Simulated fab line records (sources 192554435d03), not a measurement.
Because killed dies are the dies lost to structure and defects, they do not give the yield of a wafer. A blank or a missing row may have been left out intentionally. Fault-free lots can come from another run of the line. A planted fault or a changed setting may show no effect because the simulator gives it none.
fab line records	flow n5Finfet
[record] lots = 7	wafers = 21
route steps=1938 shown BEOL_M8@1332 BEOL_M10@1470 BEOL_M11@1560
startH: hours from the record's first day to the start of the lot's first wafer shown	waitH: hours since the lot's step before	" identical to the entry in the row above	L1.1+2: one row covering several wafers at once	- no value present, or no start provided	* or withheld: withheld	< > ~ a bound
route shown NAME@n: names a module that has steps shown in the file, with the first one's number in the route	usual: average and standard deviation across the fault-free wafers	same: alike in all rows	chamber/n: place in a boat	sites: readings site by site	_std_site: how widely they spread, as a standard deviation	_edge_site: mean of outer sites minus mean of inner sites	radiusMm: how far each site lies from the wafer's centre	mask NAME#n: copy n	behind: tool/chamber where the wafer was last shaped	hold: why the lot was held/for how many hours/how that ended	device: the n, p or np transistor that did not switch	end of line: tests run on the same wafers once the route is complete	step lacking rows: just its recipe	killed: not the wafer's yield, but the dies lost to structure and defects at the first sort	map: a wafer's dies, marking killed ones x, the rest . and places with no die _
set.NAME: the setting the step ran with; set.NAME@STEP: the setting that earlier step ran with	model.NAME: the simulator's own value behind a step, which no gauge read
one table per step and one row per wafer, for lots whose settings were changed on purpose
[[steps]]
[step N5_BEOL_M8_ILD_DEP_00]
[recipe] material = SiCOH_lowk	targetThkA = 1797.5	tempC = 300	precursor = DEMS/porogen	pressureTorr = 5	rfW = 500	timeS = 33.4
lot.wafer	tool	chamber	startH	waitH	set.timeS	model.SiCOH_lowk_of_BEOL_M8_ILD_DEP_00.thkNm
L077.1	pecvd-03	0	246.19	0.0	33.4	181.2
L077.2	"	1	"	"	31.98	170.8
L077.6	"	2	"	"	33.4	182.6
L081.1	pecvd-02	0	268.83	0.0	33.4	177.2
L081.4	"	0	"	"	33.4	179.2
L081.6	"	1	"	"	35.04	187.6
L080.1	pecvd-04	2	272.59	0.0	31.03	162.8
L080.3	"	1	"	"	33.4	179
L080.4	"	2	"	"	33.4	177.6
L086.1	pecvd-04	1	300.42	0.0	33.4	176
L086.3	"	0	"	"	33.4	176.4
L086.5	"	2	"	"	35.75	192
L090.2	pecvd-03	0	305.47	0.0	33.4	177.6
L090.3	"	1	"	"	33.4	176.8
L090.5	"	1	"	"	33.4	180
L092.2	pecvd-02	1	330.75	0.0	37.14	199
L092.4	"	0	"	"	33.4	181.8
L092.6	"	2	"	"	37.14	201
L096.1	pecvd-02	0	336.55	0.0	33.4	176.6
L096.2	"	2	"	"	33.4	177.8
L096.6	"	2	"	"	33.4	181.4
[step N5_BEOL_M8_CURE_74]
[recipe] tempC = 385	timeS = 240	ambient = He/Ar	material = SiCOH_lowk
lot.wafer	tool	chamber	startH	waitH	set.timeS@BEOL_M8_ILD_DEP_00	model.SiCOH_lowk_of_BEOL_M8_ILD_DEP_00.thkNm
L077.1	uvCure-03	0	246.25	0.0	33.4	156.4
L077.2	"	0	"	"	31.98	147.2
L077.6	"	0	"	"	33.4	157.4
L081.1	uvCure-03	0	268.90	0.0	33.4	152.8
L081.4	"	0	"	"	33.4	154.6
L081.6	"	0	"	"	35.04	162
L080.1	uvCure-02	2	272.68	0.1	31.03	140.2
L080.3	"	2	"	"	33.4	154.4
L080.4	"	2	"	"	33.4	153
L086.1	uvCure-03	2	300.49	0.0	33.4	151.6
L086.3	"	2	"	"	33.4	152
L086.5	"	2	"	"	35.75	165.8
L090.2	uvCure-03	1	305.62	0.1	33.4	153.2
L090.3	"	1	"	"	33.4	152.4
L090.5	"	1	"	"	33.4	155.2
L092.2	uvCure-01	1	330.89	0.1	37.14	171.8
L092.4	"	1	"	"	33.4	156.8
L092.6	"	1	"	"	37.14	173.6
L096.1	uvCure-01	2	336.61	0.0	33.4	152.2
L096.2	"	2	"	"	33.4	153.4
L096.6	"	2	"	"	33.4	156.4
[step N5_BEOL_M8_THK_MEAS_01]
[recipe] reads = SiCOH_lowk_of_BEOL_M8_ILD_DEP_00
[usual] M8_ILD_THK = 154.9/1.8
lot.wafer	tool	chamber	startH	waitH	set.timeS@BEOL_M8_ILD_DEP_00	M8_ILD_THK[nm]
L077.1	filmMetro-02	-	246.77	0.4	33.4	156.4
L077.2	"	-	"	"	31.98	147.1
L077.6	"	-	"	"	33.4	157.4
L081.1	filmMetro-02	-	269.41	0.4	33.4	152.8
L081.4	"	-	"	"	33.4	154.5
L081.6	"	-	"	"	35.04	161.8
L080.1	filmMetro-01	-	273.19	0.4	31.03	140.4
L080.3	"	-	"	"	33.4	154.4
L080.4	"	-	"	"	33.4	153.1
L086.1	filmMetro-01	-	301.00	0.4	33.4	151.6
L086.3	"	-	"	"	33.4	152.1
L086.5	"	-	"	"	35.75	165.7
L090.2	filmMetro-02	-	306.05	0.4	33.4	153.2
L090.3	"	-	"	"	33.4	152.3
L090.5	"	-	"	"	33.4	155.2
L092.2	filmMetro-01	-	331.32	0.4	37.14	171.7
L092.4	"	-	"	"	33.4	157.0
L092.6	"	-	"	"	37.14	173.5
L096.1	filmMetro-01	-	337.13	0.4	33.4	152.4
L096.2	"	-	"	"	33.4	153.4
L096.6	"	-	"	"	33.4	156.4
[step N5_BEOL_M8_ETCH_65]
[recipe] chemistry = CF4	target = SiARC	targetDepthA = 156	maskMaterial = CAR-EUV	timeS = 26	ionEnergyEv = 80	pressureMtorr = 40	sourceW = 545	biasW = 36	Ar_flow_sccm = 100	cf4FlowSccm = 100	ends = cleared
[usual] etchRfOnTimeS = 26.0/0.39	rfVppV = 184.1/1.3
lot.wafer	tool	chamber	startH	waitH	set.sourceW	etchRfOnTimeS	rfVppV
L077.1	rieDiel-06	0	249.95	0.0	545	26.1	183.9
L077.2	"	1	"	"	615.5	23.2	174.5
L077.6	"	1	"	"	545	25.7	182.5
L081.1	rieDiel-03	3	272.63	0.0	498.3	28.9	187.7
L081.4	"	2	"	"	545	26.1	183.5
L081.6	"	3	"	"	498.3	28.9	188.9
L080.1	rieDiel-03	3	275.09	0.0	596.3	24.4	176.6
L080.3	"	2	"	"	545	25.8	186.3
L080.4	"	1	"	"	545	25.9	184.7
L086.1	rieDiel-06	0	304.32	0.0	618.7	23.0	175.6
L086.3	"	3	"	"	618.7	22.7	177.2
L086.5	"	0	"	"	618.7	23.4	175.5
L090.2	rieDiel-03	1	310.73	0.0	545	26.1	184.0
L090.3	"	2	"	"	577	24.7	181.5
L090.5	"	2	"	"	577	24.8	181.7
L092.2	rieDiel-06	2	333.99	0.0	488.5	29.0	191.8
L092.4	"	1	"	"	545	25.5	183.1
L092.6	"	0	"	"	488.5	28.6	190.7
L096.1	rieDiel-06	2	343.89	0.0	545	26.5	184.5
L096.2	"	3	"	"	545	26.0	183.6
L096.6	"	3	"	"	545	26.0	184.6
[step N5_BEOL_M10_ILD_DEP_00]
[recipe] material = SiCOH_lowk	targetThkA = 3085.1	tempC = 300	precursor = DEMS/porogen	pressureTorr = 5	rfW = 500	timeS = 58
lot.wafer	tool	chamber	startH	waitH	set.timeS	model.SiCOH_lowk_of_BEOL_M10_ILD_DEP_00.thkNm
L077.1	pecvd-01	1	261.67	0.0	62.32	331.4
L077.2	"	0	"	"	58	309.2
L077.6	"	2	"	"	62.32	335
L081.1	pecvd-04	2	286.73	0.0	54.99	289.8
L081.4	"	2	"	"	58	306
L081.6	"	0	"	"	54.99	293
L080.1	pecvd-03	1	286.90	0.0	58	300.2
L080.3	"	0	"	"	60.83	317.4
L080.4	"	2	"	"	58	306.4
L086.1	pecvd-03	1	318.22	0.0	65.74	345
L086.3	"	0	"	"	58	305.8
L086.5	"	0	"	"	58	311.2
L090.2+5	pecvd-01	2,1	323.76	0.0	58	314
L090.3	"	1	"	"	53.12	284.8
L092.2	pecvd-03	0	347.57	0.0	58	302.4
L092.4	"	1	"	"	50.39	267.4
L092.6	"	0	"	"	50.39	265.6
L096.1	pecvd-04	0	353.27	0.0	58	307.4
L096.2	"	1	"	"	58	310
L096.6	"	1	"	"	58	308
[step N5_BEOL_M10_CURE_71]
[recipe] tempC = 385	timeS = 240	ambient = He/Ar	material = SiCOH_lowk
lot.wafer	tool	chamber	startH	waitH	set.timeS@BEOL_M10_ILD_DEP_00	model.SiCOH_lowk_of_BEOL_M10_ILD_DEP_00.thkNm
L077.1	uvCure-03	0	261.75	0.0	62.32	288.2
L077.2	"	0	"	"	58	268.6
L077.6	"	0	"	"	62.32	291.4
L081.1	uvCure-01	0	286.81	0.0	54.99	251.4
L081.4	"	0	"	"	58	265.8
L081.6	"	0	"	"	54.99	254.2
L080.1	uvCure-02	0	286.98	0.0	58	260.6
L080.3	"	0	"	"	60.83	276
L080.4	"	0	"	"	58	266.2
L086.1	uvCure-01	1	318.30	0.0	65.74	300.2
L086.3	"	1	"	"	58	265.6
L086.5	"	1	"	"	58	270.4
L090.2	uvCure-01	2	324.15	0.4	58	272.8
L090.3	"	2	"	"	53.12	247
L090.5	"	2	"	"	58	273
L092.2	uvCure-01	1	347.73	0.1	58	262.6
L092.4	"	1	"	"	50.39	231.8
L092.6	"	1	"	"	50.39	230.2
L096.1	uvCure-03	2	353.35	0.0	58	267
L096.2	"	2	"	"	58	269.2
L096.6	"	2	"	"	58	267.6
[step N5_BEOL_M10_THK_MEAS_01]
[recipe] reads = SiCOH_lowk_of_BEOL_M10_ILD_DEP_00
[usual] M10_ILD_THK = 268/3.4
lot.wafer	tool	chamber	startH	waitH	set.timeS@BEOL_M10_ILD_DEP_00	M10_ILD_THK[nm]
L077.1	filmMetro-01	-	262.74	0.8	62.32	288
L077.2	"	-	"	"	58	268
L077.6	"	-	"	"	62.32	291
L081.1	filmMetro-02	-	287.32	0.4	54.99	251
L081.4	"	-	"	"	58	266
L081.6	"	-	"	"	54.99	254
L080.1	filmMetro-01	-	287.49	0.4	58	261
L080.3	"	-	"	"	60.83	276
L080.4	"	-	"	"	58	266
L086.1	filmMetro-02	-	318.81	0.4	65.74	300
L086.3	"	-	"	"	58	266
L086.5	"	-	"	"	58	271
L090.2	filmMetro-01	-	324.58	0.4	58	273
L090.3	"	-	"	"	53.12	247
L090.5	"	-	"	"	58	273
L092.2	filmMetro-01	-	348.17	0.4	58	263
L092.4	"	-	"	"	50.39	232
L092.6	"	-	"	"	50.39	230
L096.1	filmMetro-01	-	353.86	0.4	58	267
L096.2	"	-	"	"	58	269
L096.6	"	-	"	"	58	268
[step N5_BEOL_M10_COAT_60]
[recipe] resist = SiARC	tempC = 220	timeS = 60	spinRpm = 1500	resistThkNm = 30
lot.wafer	tool	chamber	startH	waitH	set.spinRpm	model.SiARC_of_BEOL_M10_COAT_60.thkNm
L077.1+6	lithoTrack-03	0	-	-	1574	29.2
L077.2	"	0	"	"	1574	29.4
L081.1	lithoTrack-01	0	-	-	1452	30.4
L081.4	"	0	"	"	1452	30.2
L081.6	"	0	"	"	1500	29.8
L080.1+3+4	lithoTrack-03	0	-	-	1500	30.2
L086.1+5	lithoTrack-03	0	-	-	1395	31
L086.3	"	0	"	"	1500	30
L090.2+5	lithoTrack-02	0	-	-	1500	30
L090.3	"	0	"	"	1341	31.6
L092.2	lithoTrack-03	0	-	-	1406	31
L092.4+6	"	0	"	"	1500	30
L096.1+2+6	lithoTrack-02	0	-	-	1500	30
[step N5_BEOL_M10_COAT_05]
[recipe] resist = CAR-ArF	spinRpm = 1500	resistThkNm = 90
[step N5_BEOL_M10_EBR_07]
[recipe] solvent = PGMEA	ebrWidthMm = 1.5
[step N5_BEOL_M10_DESCUM_16]
[recipe] chemistry = O2	timeS = 7.9	sourcePowerW = 50	biasPowerW = 20	pressureMtorr = 20	rfFrequencyHz = 2.712e+07	tempC = 40	resist = CAR-ArF	o2FlowSccm = 225
[step N5_BEOL_M10_ETCH_61]
[recipe] chemistry = CF4	target = SiARC	targetDepthA = 390	maskMaterial = CAR-ArF	timeS = 65	ionEnergyEv = 80	pressureMtorr = 40	sourceW = 545	biasW = 36	Ar_flow_sccm = 100	cf4FlowSccm = 100	ends = cleared
lot.wafer	tool	chamber	startH	waitH	set.spinRpm@BEOL_M10_COAT_60	model.etch.depthNm	model.CAR-ArF_of_BEOL_M10_COAT_05.thkNm
L077.1	rieDiel-01	0	265.81	0.0	1574	29.24	56.2
L077.2	"	2	"	"	1574	29.31	56.2
L077.6	"	1	"	"	1574	29.29	56.2
L081.1	rieDiel-06	0	289.70	0.0	1452	30.3	55.4
L081.4	"	2	"	"	1452	30.2	55.6
L081.6	"	1	"	"	1500	29.89	55.8
L080.1	rieDiel-06	3	289.95	0.0	1500	30.14	55.4
L080.3	"	0	"	"	1500	30.19	55.4
L080.4	"	1	"	"	1500	30.23	55.6
L086.1+5	rieDiel-06	0,1	320.80	0.0	1395	31.04	54.6
L086.3	"	3	"	"	1500	30	55.6
L090.2	rieDiel-03	2	325.92	0.0	1500	29.94	55.4
L090.3	"	3	"	"	1341	31.66	54
L090.5	"	1	"	"	1500	29.94	55.6
L092.2	rieDiel-06	3	349.15	0.0	1406	30.94	55
L092.4	"	2	"	"	1500	30.06	55.6
L092.6	"	2	"	"	1500	30.01	55.6
L096.1	rieDiel-01	1	355.99	0.0	1500	29.97	55.6
L096.2	"	2	"	"	1500	29.95	55.6
L096.6	"	1	"	"	1500	30.02	55.6
[step N5_BEOL_M10_ETCH_62]
[recipe] chemistry = N2/H2	target = SOC	targetDepthA = 1100	overetchA = 220	maskMaterial = SiARC	tempC = 40	timeS = 165	ionEnergyEv = 200	pressureMtorr = 30	sourceW = 840	biasW = 150	n2FlowSccm = 200	h2FlowSccm = 200
lot.wafer	tool	chamber	startH	waitH	set.timeS	set.spinRpm@BEOL_M10_COAT_60	model.SiARC_of_BEOL_M10_COAT_60.thkNm
L077.1+2	rieDiel-01	0,2	265.86	0.0	165	1574	22.8
L077.6	"	1	"	"	130.2	1574	24
L081.1	rieDiel-06	0	289.75	0.0	165	1452	24
L081.4	"	2	"	"	142.9	1452	24.6
L081.6	"	1	"	"	142.9	1500	24.2
L080.1	rieDiel-06	3	290.00	0.0	130.5	1500	24.8
L080.3	"	0	"	"	165	1500	23.8
L080.4	"	1	"	"	165	1500	23.6
L086.1	rieDiel-06	0	320.85	0.0	165	1395	24.8
L086.3	"	3	"	"	165	1500	23.4
L086.5	"	1	"	"	152.6	1395	25
L090.2	rieDiel-03	2	325.97	0.0	165	1500	23.4
L090.3	"	3	"	"	165	1341	25.2
L090.5	"	1	"	"	133	1500	24.8
L092.2	rieDiel-06	3	349.20	0.0	182.9	1406	23.6
L092.4	"	2	"	"	182.9	1500	23
L092.6	"	2	"	"	165	1500	23.6
L096.1+2+6	rieDiel-01	1,2,1	356.04	0.0	165	1500	23.4
[step N5_BEOL_M10_COAT_64]
[recipe] resist = SiARC	tempC = 220	timeS = 60	spinRpm = 1500	resistThkNm = 30
lot.wafer	tool	chamber	startH	waitH	set.spinRpm	model.SiARC_of_BEOL_M10_COAT_64.thkNm
L077.1	lithoTrack-01	0	-	-	1543	29.4
L077.2	"	0	"	"	1543	29.6
L077.6	"	0	"	"	1500	30
L080.1+4	lithoTrack-01	0	-	-	1500	30
L080.3	"	0	"	"	1371	31.2
L081.1+4+6	lithoTrack-02	0	-	-	1500	30
L086.1	lithoTrack-01	0	-	-	1500	30
L086.3+5	"	0	"	"	1622	28.8
L090.2+3+5	lithoTrack-01	0	-	-	1500	30
L092.2+4+6	lithoTrack-01	0	-	-	1500	30
L096.1+6	lithoTrack-01	0	-	-	1500	30.2
L096.2	"	0	"	"	1500	30
[step N5_BEOL_M10_COAT_22]
[recipe] resist = CAR-ArF	spinRpm = 1500	resistThkNm = 90
[step N5_BEOL_M10_EBR_24]
[recipe] solvent = PGMEA	ebrWidthMm = 1.5
[step N5_BEOL_M10_DESCUM_33]
[recipe] chemistry = O2	timeS = 7.9	sourcePowerW = 50	biasPowerW = 20	pressureMtorr = 20	rfFrequencyHz = 2.712e+07	tempC = 40	resist = CAR-ArF	o2FlowSccm = 225
[step N5_BEOL_M10_ETCH_65]
[recipe] chemistry = CF4	target = SiARC	targetDepthA = 390	maskMaterial = CAR-ArF	timeS = 65	ionEnergyEv = 80	pressureMtorr = 40	sourceW = 545	biasW = 36	Ar_flow_sccm = 100	cf4FlowSccm = 100	ends = cleared
lot.wafer	tool	chamber	startH	waitH	set.spinRpm@BEOL_M10_COAT_64	model.etch.depthNm	model.CAR-ArF_of_BEOL_M10_COAT_22.thkNm
L077.1	rieDiel-06	0	267.73	0.0	1543	29.45	56.2
L077.2	"	2	"	"	1543	29.58	56
L077.6	"	1	"	"	1500	29.93	55.6
L080.1	rieDiel-06	0	293.13	0.0	1500	30.02	55.6
L080.3	"	3	"	"	1371	31.26	54.6
L080.4	"	1	"	"	1500	29.95	55.8
L081.1	rieDiel-01	2	293.55	0.0	1500	30.02	55.8
L081.4	"	3	"	"	1500	30.05	55.8
L081.6	"	2	"	"	1500	30.08	55.8
L086.1	rieDiel-03	1	321.96	0.0	1500	30.08	55.6
L086.3	"	2	"	"	1622	28.88	56.6
L086.5	"	1	"	"	1622	28.85	56.4
L090.2	rieDiel-06	0	326.87	0.0	1500	29.9	55.2
L090.3	"	3	"	"	1500	29.95	55.6
L090.5	"	2	"	"	1500	29.95	55.4
L092.2	rieDiel-06	3	350.15	0.0	1500	29.93	55.8
L092.4	"	0	"	"	1500	29.99	56
L092.6	"	1	"	"	1500	29.94	55.8
L096.1	rieDiel-03	0	357.78	0.0	1500	30.18	55.2
L096.2	"	1	"	"	1500	30.09	54.8
L096.6	"	1	"	"	1500	30.18	55
[step N5_BEOL_M11_COAT_63]
[recipe] resist = SOC	tempC = 250	timeS = 60	spinRpm = 1500	resistThkNm = 100
lot.wafer	tool	chamber	startH	waitH	set.spinRpm	model.SOC_of_BEOL_M11_COAT_63.thkNm
L077.1+2+6	lithoTrack-03	0	274.33	0.8	1500	100
L080.1	lithoTrack-03	0	301.71	1.6	1500	99.4
L080.3+4	"	0	"	"	1500	99.8
L081.1+4	lithoTrack-04	0	301.71	1.3	1500	100.4
L081.6	"	0	"	"	1425	103.2
L086.1	lithoTrack-05	0	330.12	0.9	1571	97.4
L086.3	"	0	"	"	1500	99.6
L086.5	"	0	"	"	1500	100
L090.2+3	lithoTrack-03	0	337.52	1.6	1500	100
L090.5	"	0	"	"	1500	99.6
L092.2	lithoTrack-05	0	357.29	0.5	1500	99.8
L092.4+6	"	0	"	"	1500	100
L096.1+6	lithoTrack-04	0	363.89	0.0	1500	99.8
L096.2	"	0	"	"	1500	100
[[key]]
[split] step = N5_BEOL_M8_ILD_DEP_00	setting = timeS	stated = 33.4	by = wafer
[response] step = N5_BEOL_M8_ILD_DEP_00	reading = model.SiCOH_lowk_of_BEOL_M8_ILD_DEP_00.thkNm	change = +1.94	per = 1%	r = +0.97
[response] step = N5_BEOL_M8_CURE_74	reading = model.SiCOH_lowk_of_BEOL_M8_ILD_DEP_00.thkNm	change = +1.7	per = 1%	r = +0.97
[response] step = N5_BEOL_M8_THK_MEAS_01	reading = M8_ILD_THK	change = +1.68	per = 1%	r = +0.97
[split] step = N5_BEOL_M8_ETCH_65	setting = sourceW	stated = 545	by = wafer
[response] step = N5_BEOL_M8_ETCH_65	reading = etchRfOnTimeS	change = *	per = 1%	r = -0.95
[response] step = N5_BEOL_M8_ETCH_65	reading = rfVppV	change = -0.716	per = 1%	r = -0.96
[split] step = N5_BEOL_M10_ILD_DEP_00	setting = timeS	stated = 58	by = wafer
[response] step = N5_BEOL_M10_ILD_DEP_00	reading = model.SiCOH_lowk_of_BEOL_M10_ILD_DEP_00.thkNm	change = +2.9	per = 1%	r = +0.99
[response] step = N5_BEOL_M10_CURE_71	reading = model.SiCOH_lowk_of_BEOL_M10_ILD_DEP_00.thkNm	change = +2.56	per = 1%	r = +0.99
[response] step = N5_BEOL_M10_THK_MEAS_01	reading = M10_ILD_THK	change = +2.56	per = 1%	r = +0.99
[split] step = N5_BEOL_M10_COAT_60	setting = spinRpm	stated = 1500	by = wafer
[response] step = N5_BEOL_M10_COAT_60	reading = model.SiARC_of_BEOL_M10_COAT_60.thkNm	change = -0.151	per = 1%	r = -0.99
[response] step = N5_BEOL_M10_ETCH_61	reading = model.etch.depthNm	change = -0.153	per = 1%	r = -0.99
[response] step = N5_BEOL_M10_ETCH_61	reading = model.CAR-ArF_of_BEOL_M10_COAT_05.thkNm	change = +0.131	per = 1%	r = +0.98
[response] step = N5_BEOL_M10_ETCH_62	reading = model.SiARC_of_BEOL_M10_COAT_60.thkNm	slope = -0.152	per = 1%	togetherWith = timeS@BEOL_M10_ETCH_62	explained = 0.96
[split] step = N5_BEOL_M10_ETCH_62	setting = timeS	stated = 165	by = wafer
[response] step = N5_BEOL_M10_ETCH_62	reading = model.SiARC_of_BEOL_M10_COAT_60.thkNm	slope = -0.058	per = 1%	togetherWith = spinRpm@BEOL_M10_COAT_60	explained = 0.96
[split] step = N5_BEOL_M10_COAT_64	setting = spinRpm	stated = 1500	by = wafer
[response] step = N5_BEOL_M10_COAT_64	reading = model.SiARC_of_BEOL_M10_COAT_64.thkNm	change = -0.145	per = 1%	r = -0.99
[response] step = N5_BEOL_M10_ETCH_65	reading = model.etch.depthNm	change = -0.148	per = 1%	r = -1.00
[response] step = N5_BEOL_M10_ETCH_65	reading = model.CAR-ArF_of_BEOL_M10_COAT_22.thkNm	change = +0.123	per = 1%	r = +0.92
[split] step = N5_BEOL_M11_COAT_63	setting = spinRpm	stated = 1500	by = wafer
[response] step = N5_BEOL_M11_COAT_63	reading = model.SOC_of_BEOL_M11_COAT_63.thkNm	change = -0.535	per = 1%	r = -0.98
